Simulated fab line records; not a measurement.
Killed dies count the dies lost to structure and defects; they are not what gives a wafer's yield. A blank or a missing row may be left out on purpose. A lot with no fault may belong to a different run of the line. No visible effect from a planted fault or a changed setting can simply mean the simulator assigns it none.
Chamber matching | flow n5-finfet | N5_BEOL_M0_SAQP_ILD_DEP_01 on pecvd-03 has 3 sister chambers
The step deposits SiOC from DEMS/O2, target thk 45.419 nm, time 8.7 s. 3 wafers are shown with their chamber, then 7 later ones without.

## EACH WAFER AND ITS CHAMBER
wafer  | chamber | heater-power-w (W)
L649.5 | 2       | 435
L662.6 | 0       | 394
L663.4 | 1       | 517

## WAFERS WITH NO CHAMBER GIVEN
wafer  | heater-power-w (W)
L663.5 | 367
L664.1 | 395
L664.2 | 459
L664.3 | 392
L665.4 | 434
L665.5 | 441
L665.6 | 498

## THE CHAMBER EACH PASSED THROUGH
wafer  | from the rows above | in truth
L663.5 | 0                   | 0
L664.1 | 0                   | 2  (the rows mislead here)
L664.2 | 2                   | 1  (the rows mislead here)
L664.3 | 0                   | 0
L665.4 | 2                   | 2
L665.5 | 2                   | 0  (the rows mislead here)
L665.6 | 1                   | 1
Correct placement for 4 of the 7. From these rows, 0 cannot be placed. 3 placed wrongly.
How it was worked out, from the rows above alone: a wafer's distance from a chamber is the root of the sum, over the readings, of the square of ((its reading less the chamber's mean) divided by the reading's scatter). The wafer belongs to the nearest chamber; if the next one is less than 2 further off, it can't be placed. The mean given for a chamber averages the wafers shown for that chamber. The scatter: with one shown wafer a chamber, the root of the mean of the squares of how far each hidden wafer lies from its nearest shown one.
